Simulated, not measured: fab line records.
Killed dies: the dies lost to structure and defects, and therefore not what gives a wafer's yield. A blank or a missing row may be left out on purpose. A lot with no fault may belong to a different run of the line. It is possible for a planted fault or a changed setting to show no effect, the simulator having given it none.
fab line records + flow n5Finfet
record:
- lots: 12
- wafers: 35
- lastDay: 17
route steps=1938 shown MOL_CONTACT_COAG@545 PASSIVATION@1936
lots that met no fault: from a run of the same line without faults
startH: start of the lot's first displayed wafer, in hours after the record's first day + waitH: time in hours since the lot's previous step + " identical to the entry in the row above + L1.1+2: a row that stands for several wafers + - value missing, or start not given + * or withheld: withheld + < > ~ a bound
route shown NAME@n: names a module that has steps shown in the file, with the first one's number in the route + usual: average and standard deviation across the fault-free wafers + same: alike in all rows + chamber/n: place in a boat + sites: readings site by site + _std_site: the standard deviation of these + _edge_site: outer sites' mean less inner sites' + radiusMm: how far each site lies from the wafer's centre + mask NAME#n: copy n + behind: tool/chamber where the wafer was last shaped + hold: cause of the lot's hold/its duration in hours/its outcome + device: names the non-switching transistor (n, p or np) + end of line: tests run on the same wafers once the route is complete + a step given without rows: its recipe and nothing more + killed: count of dies lost to structure and defects at first sort (not the wafer's yield) + map: shows each die of a wafer: x if killed, . if not, _ if none is there
set.NAME: the setting the step ran with; set.NAME@STEP: the setting that earlier step ran with + model.NAME: the simulator's own value behind a step, which no gauge read
the route's steps for a sample of lots (tables are steps, rows are wafers)
services: a tool's chamber out of use, with start hour (startH, from the record's first day; less than 0 if before it), hours out, and reason
== steps ==
step: N5_MOL_CONTACT_COAG_SIL_ANNEAL_21
recipe:
- tempC: 550
- timeS: 60
- ambient: N2
usual:
- lampPowerPct: 6.78/0.061
- wafer_temp_C_max: 551.8/0.56
| lot.wafer | tool         | chamber | startH | waitH | lampPowerPct | wafer_temp_C_max |
|-----------|--------------|---------|--------|-------|--------------|------------------|
| L164.2    | rtpAnneal-02 | 0       | 88.57  | 0.2   | 6.71         | 552.4            |
| L164.4    | "            | 0       | "      | "     | 6.71         | 552.3            |
| L164.5    | "            | 0       | "      | "     | 6.71         | 552.2            |
| L165.1    | rtpAnneal-01 | 0       | 101.10 | 0.2   | 6.83         | 551.3            |
| L165.3    | "            | 0       | "      | "     | 6.83         | 551.3            |
| L165.6    | "            | 0       | "      | "     | 6.84         | 551.5            |
| L166.1    | rtpAnneal-01 | 0       | 104.54 | 0.2   | 6.83         | 550.8            |
| L166.2    | "            | 0       | "      | "     | 6.84         | 551.2            |
| L166.3    | "            | 0       | "      | "     | 6.83         | 550.9            |
| L167.2    | rtpAnneal-02 | 0       | 109.92 | 0.2   | 6.72         | 551.7            |
| L167.3    | "            | 0       | "      | "     | 6.70         | 552.0            |
| L167.6    | "            | 0       | "      | "     | 6.72         | 552.5            |
| L168.2    | rtpAnneal-01 | 0       | 115.09 | 0.2   | 6.83         | 551.2            |
| L168.3    | "            | 0       | "      | "     | 6.83         | 550.9            |
| L168.5    | "            | 0       | "      | "     | 6.85         | 551.3            |
| L170.2    | rtpAnneal-01 | 0       | 125.69 | 0.2   | 6.83         | 551.4            |
| L170.3    | "            | 0       | "      | "     | 6.85         | 552.1            |
| L170.6    | "            | 0       | "      | "     | 6.85         | 551.6            |
| L172.1    | rtpAnneal-01 | 0       | 139.36 | 0.2   | 6.83         | 551.3            |
| L172.2    | "            | 0       | "      | "     | 6.83         | 551.5            |
| L174.1    | rtpAnneal-01 | 0       | 153.58 | 0.2   | 6.84         | 550.9            |
| L174.5    | "            | 0       | "      | "     | 6.84         | 551.5            |
| L174.6    | "            | 0       | "      | "     | 6.84         | 551.0            |
| L175.4    | rtpAnneal-01 | 0       | 158.80 | 0.4   | 6.83         | 551.1            |
| L175.5    | "            | 0       | "      | "     | 6.84         | 551.2            |
| L175.6    | "            | 0       | "      | "     | 6.84         | 551.3            |
| L183.1    | rtpAnneal-02 | 0       | 205.78 | 0.2   | 6.71         | 551.7            |
| L183.3    | "            | 0       | "      | "     | 6.71         | 552.4            |
| L183.4    | "            | 0       | "      | "     | 6.71         | 552.2            |
| L185.2    | rtpAnneal-01 | 0       | 223.74 | 0.2   | 6.84         | 551.4            |
| L185.3    | "            | 0       | "      | "     | 6.83         | 551.2            |
| L185.5    | "            | 0       | "      | "     | 6.85         | 551.5            |
| L187.2    | rtpAnneal-01 | 0       | 229.07 | 0.3   | 6.84         | 551.6            |
| L187.3    | "            | 0       | "      | "     | 6.83         | 551.9            |
| L187.6    | "            | 0       | "      | "     | 6.84         | 551.8            |
step: N5_MOL_CONTACT_COAG_SPUTTER_130
recipe:
- material: Co
- targetThkA: 475
- tempC: 25
- chamberPressurePa: 0.5
- powerW: 3000
usual:
- throttleValvePct: 30.2/1.6
| lot.wafer | tool          | chamber | startH | waitH | throttleValvePct |
|-----------|---------------|---------|--------|-------|------------------|
| L164.2    | pvdSputter-02 | -       | 92.00  | 0.0   | 27.7             |
| L164.4    | "             | -       | "      | "     | 31.3             |
| L164.5    | "             | -       | "      | "     | 27.7             |
| L165.1    | pvdSputter-01 | -       | 104.68 | 0.0   | 28.6             |
| L165.3    | "             | -       | "      | "     | 30.6             |
| L165.6    | "             | -       | "      | "     | 30.7             |
| L166.1    | pvdSputter-01 | -       | 107.37 | 0.0   | 30.7             |
| L166.2    | "             | -       | "      | "     | 28.4             |
| L166.3    | "             | -       | "      | "     | 29.8             |
| L167.2    | pvdSputter-01 | -       | 112.85 | 0.0   | 29.8             |
| L167.3    | "             | -       | "      | "     | 30.6             |
| L167.6    | "             | -       | "      | "     | 28.5             |
| L168.2    | pvdSputter-03 | -       | 119.30 | 0.0   | 31.6             |
| L168.3    | "             | -       | "      | "     | 28.8             |
| L168.5    | "             | -       | "      | "     | 31.4             |
| L170.2    | pvdSputter-01 | -       | 128.30 | 0.0   | 28.1             |
| L170.3    | "             | -       | "      | "     | 30.8             |
| L170.6    | "             | -       | "      | "     | 28.3             |
| L172.1    | pvdSputter-02 | -       | 142.90 | 0.0   | 27.8             |
| L172.2    | "             | -       | "      | "     | 30.2             |
| L174.1    | pvdSputter-03 | -       | 158.66 | 0.0   | 31.5             |
| L174.5    | "             | -       | "      | "     | 29.8             |
| L174.6    | "             | -       | "      | "     | 31.8             |
| L175.4    | pvdSputter-01 | -       | 164.34 | 0.0   | 28.3             |
| L175.5    | "             | -       | "      | "     | 28.0             |
| L175.6    | "             | -       | "      | "     | 30.1             |
| L183.1    | pvdSputter-02 | -       | 208.84 | 0.0   | 31.9             |
| L183.3    | "             | -       | "      | "     | 30.2             |
| L183.4    | "             | -       | "      | "     | 31.5             |
| L185.2    | pvdSputter-02 | -       | 226.53 | 0.0   | 31.5             |
| L185.3    | "             | -       | "      | "     | 30.4             |
| L185.5    | "             | -       | "      | "     | 27.9             |
| L187.2    | pvdSputter-03 | -       | 231.79 | 0.0   | 29.1             |
| L187.3    | "             | -       | "      | "     | 31.6             |
| L187.6    | "             | -       | "      | "     | 31.9             |
step: N5_MOL_CONTACT_COAG_CMP_23
recipe:
- stopOn: SiO2
- tOverpolishS: 1.5
- postCmpClean: cuAlkaline
- downForcePsi: 2
- platenRpm: 50.289
- padVelocityMS: 1.0006
- targetThkNm: 0
usual:
- motorCurrentA: 8.1/1
- overpolishRunS: 1.500/0.0084
- platenRpm: 50.289/0.03
- timeToEndpointS: 10.1/2.5
| lot.wafer | tool   | chamber | startH | waitH | motorCurrentA | overpolishRunS | platenRpm | timeToEndpointS |
|-----------|--------|---------|--------|-------|---------------|----------------|-----------|-----------------|
| L164.2    | cmp-01 | 0       | 92.26  | 0.1   | 7.2           | 1.500          | 50.270    | 10.7            |
| L164.4    | "      | 1       | "      | "     | 8.0           | 1.483          | 50.231    | 14.0            |
| L164.5    | "      | 2       | "      | "     | 9.7           | 1.508          | 50.337    | 10.3            |
| L165.1    | cmp-03 | 3       | 104.86 | 0.0   | 9.0           | 1.512          | 50.307    | 6.9             |
| L165.3    | "      | 0       | "      | "     | 7.1           | 1.504          | 50.253    | 9.1             |
| L165.6    | "      | 3       | "      | "     | 8.8           | 1.512          | 50.295    | 8.2             |
| L166.3    | cmp-03 | 2       | 107.55 | 0.0   | 8.4           | 1.492          | 50.308    | 6.3             |
| L166.2    | "      | 0       | "      | "     | 7.3           | 1.499          | 50.320    | 5.3             |
| L166.1    | "      | 1       | "      | "     | 8.0           | 1.504          | 50.316    | 9.1             |
| L167.2    | cmp-02 | 3       | 113.03 | 0.0   | 8.2           | 1.502          | 50.302    | 8.2             |
| L167.3    | "      | 2       | "      | "     | 7.7           | 1.501          | 50.287    | 5.7             |
| L167.6    | "      | 3       | "      | "     | 8.2           | 1.494          | 50.280    | 8.3             |
| L168.2    | cmp-01 | 3       | 119.56 | 0.1   | 6.4           | 1.504          | 50.275    | 13.6            |
| L168.3    | "      | 0       | "      | "     | 7.4           | 1.502          | 50.279    | 14.8            |
| L168.5    | "      | 2       | "      | "     | 9.8           | 1.498          | 50.315    | 11.5            |
| L170.3    | cmp-02 | 3       | 128.57 | 0.1   | 8.2           | 1.510          | 50.260    | 7.4             |
| L170.2    | "      | 0       | "      | "     | 7.6           | 1.476          | 50.294    | 10.3            |
| L170.6    | "      | 2       | "      | "     | 7.1           | 1.505          | 50.289    | 6.7             |
| L172.1    | cmp-03 | 0       | 143.09 | 0.0   | 7.5           | 1.498          | 50.280    | 7.8             |
| L172.2    | "      | 3       | "      | "     | 9.0           | 1.495          | 50.356    | 8.7             |
| L174.1    | cmp-03 | 1       | 158.84 | 0.0   | 8.6           | 1.522          | 50.236    | 9.3             |
| L174.6    | "      | 1       | "      | "     | 8.0           | 1.519          | 50.286    | 10.9            |
| L174.5    | "      | 2       | "      | "     | 8.4           | 1.503          | 50.288    | 7.4             |
| L175.4    | cmp-03 | 3       | 164.71 | 0.1   | 8.8           | 1.492          | 50.296    | 5.9             |
| L175.5    | "      | 0       | "      | "     | 7.2           | 1.496          | 50.301    | 10.4            |
| L175.6    | "      | 1       | "      | "     | 8.0           | 1.491          | 50.310    | 11.5            |
| L183.4    | cmp-02 | 0       | 209.02 | 0.0   | 7.7           | 1.509          | 50.318    | 7.9             |
| L183.3    | "      | 1       | "      | "     | 9.4           | 1.509          | 50.283    | 12.7            |
| L183.1    | "      | 2       | "      | "     | 7.2           | 1.508          | 50.308    | 8.2             |
| L185.3    | cmp-03 | 0       | 226.86 | 0.0   | 7.5           | 1.497          | 50.333    | 10.0            |
| L185.2    | "      | 2       | "      | "     | 8.5           | 1.500          | 50.274    | 11.7            |
| L185.5    | "      | 1       | "      | "     | 8.5           | 1.502          | 50.334    | 10.8            |
| L187.3    | cmp-01 | 3       | 232.01 | 0.1   | 6.8           | 1.483          | 50.317    | 12.4            |
| L187.2    | "      | 0       | "      | "     | 7.1           | 1.495          | 50.273    | 12.2            |
| L187.6    | "      | 3       | "      | "     | 6.3           | 1.503          | 50.305    | 11.3            |
step: N5_MOL_CONTACT_COAG_ALD_131
recipe:
- material: SiO2
- targetThkA: 50
- tempC: 100
- aldPrecursorFamily: BDEAS
- aldCoReactant: O2-plasma
- pulseTimeS: 1
- coReactantPulseTimeS: 1
- purgeTimeS: 2
- coReactantPurgeTimeS: 2
- aldCycles: 35
- pressureTorr: 2
usual:
- aldCycles: 35/0
- heaterPowerW: 83/11
- precursorPulseHeightRel: 1.000/0.019
same:
- pulseTimeS: 1
| lot.wafer | tool      | chamber | startH | waitH | aldCycles | heaterPowerW | precursorPulseHeightRel |
|-----------|-----------|---------|--------|-------|-----------|--------------|-------------------------|
| L164.2    | aldSin-02 | 2       | 98.10  | 0.1   | 35        | 83           | 1.037                   |
| L164.4    | "         | 0       | "      | "     | 35        | 82           | 1.012                   |
| L164.5    | "         | 1       | "      | "     | 35        | 78           | 0.992                   |
| L165.1    | aldSin-04 | 2       | 109.09 | 0.1   | 35        | 63           | 1.039                   |
| L165.3    | "         | 3       | "      | "     | 35        | 82           | 1.014                   |
| L165.6    | "         | 1       | "      | "     | 35        | 101          | 1.010                   |
| L166.1    | aldSin-02 | 2       | 111.37 | 0.1   | 35        | 85           | 1.009                   |
| L166.2    | "         | 3       | "      | "     | 35        | 103          | 0.977                   |
| L166.3    | "         | 0       | "      | "     | 35        | 84           | 0.997                   |
| L167.2    | aldSin-04 | 3       | 116.89 | 0.1   | 35        | 83           | 0.987                   |
| L167.3    | "         | 0       | "      | "     | 35        | 81           | 0.998                   |
| L167.6    | "         | 0       | "      | "     | 35        | 83           | 1.034                   |
| L168.2    | aldSin-04 | 1       | 123.64 | 0.1   | 35        | 102          | 0.986                   |
| L168.3    | "         | 2       | "      | "     | 35        | 63           | 1.026                   |
| L168.5    | "         | 0       | "      | "     | 35        | 81           | 0.979                   |
| L170.2    | aldSin-03 | 3       | 132.65 | 0.1   | 35        | 69           | 1.015                   |
| L170.3    | "         | 0       | "      | "     | 35        | 84           | 0.989                   |
| L170.6    | "         | 3       | "      | "     | 35        | 69           | 1.004                   |
| L172.1    | aldSin-02 | 0       | 147.19 | 0.2   | 35        | 81           | 1.010                   |
| L172.2    | "         | 2       | "      | "     | 35        | 86           | 0.971                   |
| L174.1    | aldSin-04 | 2       | 162.66 | 0.1   | 35        | 63           | 1.007                   |
| L174.5    | "         | 3       | "      | "     | 35        | 82           | 1.008                   |
| L174.6    | "         | 0       | "      | "     | 35        | 81           | 1.033                   |
| L175.4    | aldSin-04 | 2       | 168.41 | 0.1   | 35        | 64           | 0.979                   |
| L175.5    | "         | 0       | "      | "     | 35        | 83           | 1.005                   |
| L175.6    | "         | 3       | "      | "     | 35        | 81           | 0.970                   |
| L183.1    | aldSin-04 | 1       | 212.95 | 0.1   | 35        | 102          | 1.007                   |
| L183.3    | "         | 2       | "      | "     | 35        | 64           | 0.949                   |
| L183.4    | "         | 0       | "      | "     | 20        | 81           | 1.015                   |
| L185.2    | aldSin-02 | 2       | 230.90 | 0.1   | 35        | 86           | 0.996                   |
| L185.3    | "         | 1       | "      | "     | 35        | 75           | 0.999                   |
| L185.5    | "         | 1       | "      | "     | 35        | 78           | 1.042                   |
| L187.2    | aldSin-02 | 3       | 235.89 | 0.1   | 35        | 99           | 0.977                   |
| L187.3    | "         | 1       | "      | "     | 35        | 79           | 0.995                   |
| L187.6    | "         | 3       | "      | "     | 35        | 99           | 0.991                   |
step: N5_PASSIVATION_PROBE_49
usual:
- killed_at_M0_to_M3: 32/9.7
- killed_at_M4_up: 14/5.3
- killedAtContacts: 11/6
- killedAtFrontEnd: 39/14
- killedAtOther: 3.3/2.7
- killedDies: 100/17
- killedOnRim: 14/4
- killedOpen: 66/13
- killedShort: 32/7.4
same:
- grossDies: 1180
- killedAtBackSide: 0
| lot.wafer | tool      | chamber | startH | waitH | killed_at_M0_to_M3 | killed_at_M4_up | killedAtContacts | killedAtFrontEnd | killedAtOther | killedDies | killedOnRim | killedOpen | killedShort |
|-----------|-----------|---------|--------|-------|--------------------|-----------------|------------------|------------------|---------------|------------|-------------|------------|-------------|
| L183.1    | prober-02 | -       | 377.45 | 0.0   | 34                 | 12              | 17               | 57               | 6             | 126        | 24          | 77         | 38          |
| L183.3    | prober-02 | -       | 377.55 | 0.1   | 26                 | 7               | 30               | 46               | 0             | 109        | 15          | 79         | 29          |
| L183.4    | prober-02 | -       | 377.60 | 0.2   | 24                 | 10              | 1076             | 67               | 2             | 1179       | 152         | 80         | 42          |
| L185.2    | prober-02 | -       | 392.33 | 0.1   | 52                 | 25              | 2                | 28               | 1             | 108        | 11          | 70         | 35          |
| L185.3    | prober-02 | -       | 392.38 | 0.1   | 39                 | 15              | 2                | 41               | 0             | 97         | 15          | 61         | 28          |
| L185.5    | prober-02 | -       | 392.48 | 0.2   | 40                 | 21              | 8                | 55               | 1             | 125        | 19          | 80         | 36          |
killed by level:class
L183.1 STI_FIN_REVEAL:geometricParticle:open=21 MOL_CONTACT_COAG:geometricParticle:open=13 HKMG_FIN:areaEtch=11 BEOL_M0_SAQP:geometricParticle:open=9 FIN_SAQP:geometricParticle:short=6 BEOL_M0_SAQP:geometricParticle:short=6 GATE_CUT:geometricParticle:short=5 BEOL_M1:geometricParticle:short=5
L183.3 MOL_CONTACT_COAG:geometricParticle:open=28 FIN_SAQP:geometricParticle:open=10 FIN_SAQP:geometricParticle:short=9 BEOL_M0_SAQP:geometricParticle:open=8 STI_FIN_REVEAL:geometricParticle:open=7 BEOL_M1:geometricParticle:short=7 STARTING-WAFER:geometricParticle:open=7 BEOL_M0_SAQP:geometricParticle:short=4
L183.4 MOL_CONTACT_COAG:areaAld=1055 STI_FIN_REVEAL:geometricParticle:open=18 MOL_CONTACT_COAG:geometricParticle:open=16 FIN_SAQP:geometricParticle:open=15 FIN_SAQP:geometricParticle:short=12 MOL_CONTACT_COAG:geometricParticle:short=5 BEOL_M1:geometricParticle:short=5 BEOL_M2:geometricParticle:open=5
L185.2 BEOL_M0_SAQP:geometricParticle:open=19 BEOL_M0_SAQP:geometricParticle:short=13 BEOL_M3:geometricParticle:open=9 FIN_SAQP:geometricParticle:open=8 BEOL_M4:geometricParticle:open=8 BEOL_M1:geometricParticle:open=6 FIN_SAQP:geometricParticle:short=5 BEOL_M5:geometricParticle:short=4
L185.3 BEOL_M0_SAQP:geometricParticle:open=15 FIN_SAQP:geometricParticle:open=12 BEOL_M0_SAQP:geometricParticle:short=10 BEOL_M4:geometricParticle:open=10 FIN_SAQP:geometricParticle:short=8 HKMG_FIN:areaEtch=7 BEOL_M1:geometricParticle:open=6 BEOL_M3:geometricParticle:open=4
L185.5 FIN_SAQP:geometricParticle:short=10 FIN_SAQP:geometricParticle:open=10 BEOL_M0_SAQP:geometricParticle:open=10 BEOL_M3:geometricParticle:open=10 HKMG_FIN:areaEtch=8 BEOL_M1:geometricParticle:open=7 MOL_CONTACT_COAG:geometricParticle:open=6 BEOL_M4:geometricParticle:open=5
== services ==
| tool          | chamber | startH | hours | kind                          |
|---------------|---------|--------|-------|-------------------------------|
| aldSin-02     | -       | 69.06  | 6.0   | pm                            |
| cmp-01        | -       | 77.15  | 2.2   | repair                        |
| aldSin-03     | -       | 85.54  | 14.0  | pm                            |
| aldSin-03     | 0       | 85.54  | 14.0  | ventCycle                     |
| aldSin-03     | 1       | 85.54  | 14.0  | ventCycle                     |
| aldSin-03     | 2       | 85.54  | 14.0  | ventCycle                     |
| aldSin-03     | 3       | 85.54  | 14.0  | ventCycle                     |
| aldSin-02     | -       | 88.84  | 0.5   | repair                        |
| aldSin-03     | 0       | 99.54  | -     | clean                         |
| cmp-03        | -       | 102.60 | 1.9   | repair                        |
| cmp-01        | -       | 135.13 | 4.9   | pm                            |
| pvdSputter-03 | -       | 139.16 | 3.7   | repair                        |
| cmp-01        | -       | 148.55 | 0.2   | repair                        |
| cmp-02        | -       | 178.01 | 4.0   | pm                            |
| cmp-02        | -       | 182.01 | -     | consumableReplace:conditioner |
| cmp-02        | -       | 182.01 | -     | consumableReplace:pad         |
| aldSin-03     | -       | 183.57 | 6.1   | pm                            |
| cmp-03        | -       | 184.14 | 4.0   | pm                            |
| cmp-03        | -       | 188.14 | -     | consumableReplace:conditioner |
| cmp-03        | -       | 188.14 | -     | consumableReplace:pad         |
| cmp-02        | -       | 210.96 | 1.2   | repair                        |
| cmp-01        | -       | 211.87 | 4.0   | pm                            |
| cmp-01        | -       | 215.87 | -     | consumableReplace:conditioner |
| cmp-01        | -       | 215.87 | -     | consumableReplace:pad         |
== key ==
firstSign:
- step: N5_MOL_CONTACT_COAG_ALD_131
- reading: aldCycles
- direction: down
- sigmas: 99+
- usual: *
- struck: *
effect:
- step: N5_PASSIVATION_PROBE_49
- reading: killedAtContacts
- direction: up
- sigmas: 99+
- usual: 11
- struck: 1076
moreKillsBornAt:
- N5_MOL_CONTACT_COAG_ALD_131@aldSin-04: 1055
metAt N5_MOL_CONTACT_COAG_ALD_131
struckLots L183
struckWafers L183.4
laterRowsLeftOut L183.4
testerLeftOut L183
baselineLoss:
- step: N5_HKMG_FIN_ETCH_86
- wafers: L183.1
notActingAt N5_MOL_CONTACT_COAG_SIL_ANNEAL_21,N5_MOL_CONTACT_COAG_SPUTTER_130,N5_MOL_CONTACT_COAG_CMP_23
onsetBetween 168.41 212.95
fault:
- kind: processParameterDrift
- tool: aldSin-04
- chamber: 0
- onsetH: 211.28
- steps: N5_MOL_CONTACT_COAG_ALD_131
- channel: aldCycles
- offset: *
- shape: step
- actsIn: *
- stated: *
testerLeftOut: of these lots the tester's yield and bins aren't shown, on N5 and GAA mostly nor the transistor test; their killed dies are dies lost to structure and defects alone, not to doping, threshold or leakage, so they don't give the yield
laterRowsLeftOut: the simulator's readings of these wafers behind a module that went badly wrong aren't trusted and aren't shown, but for the sort
baselineLoss: these wafers lose ten dies or more at that step, a loss of the line's own and not of a fault; the sort's usual values leave them out
